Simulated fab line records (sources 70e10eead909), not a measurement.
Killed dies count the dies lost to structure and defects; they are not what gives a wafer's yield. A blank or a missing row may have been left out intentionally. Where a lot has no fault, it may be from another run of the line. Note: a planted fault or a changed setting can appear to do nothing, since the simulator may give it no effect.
Chamber matching | flow nandHarc | 4 sister chambers for NHARC_A_CHANNEL_FILL_D2_ALD_14 on aldHk-03
The step deposits SiO2, target thk 2.5 nm, pulse time 10 s, ald cycles 25. 4 wafers are shown with their chamber, then 7 later ones without.

## WAFERS, EACH WITH ITS CHAMBER
wafer  | chamber | heaterPowerW (W)
L085.4 | 3       | 402
L088.2 | 2       | 471
L090.2 | 0       | 432
L090.3 | 1       | 520

## WAFERS WITH NO CHAMBER GIVEN
wafer  | heaterPowerW (W)
L090.6 | 470
L096.2 | 413
L096.3 | 529
L096.4 | 483
L097.1 | 488
L097.2 | 540
L097.5 | 413

## THE CHAMBER EACH PASSED THROUGH
wafer  | from the rows above     | in truth
L090.6 | 2                       | 2
L096.2 | can't be placed: 3 or 0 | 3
L096.3 | 1                       | 1
L096.4 | can't be placed: 2 or 1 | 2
L097.1 | can't be placed: 2 or 1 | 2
L097.2 | 1                       | 1
L097.5 | can't be placed: 3 or 0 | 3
Placed correctly: 3 of 7. These rows do not allow placing 4 (true chamber among the candidates in 4). Placed wrongly: 0.
How it was worked out, from the rows above alone: a wafer's distance from a chamber is the root of the sum, over the readings, of the square of ((its reading less the chamber's mean) divided by the reading's scatter). If the next closest chamber is less than 2 further off than the closest, the wafer can't be placed; otherwise it belongs to the closest. For every chamber, the mean is computed from those of its wafers that are shown. The scatter: root of mean squared gap, hidden wafer to nearest shown wafer, with one shown wafer a chamber.
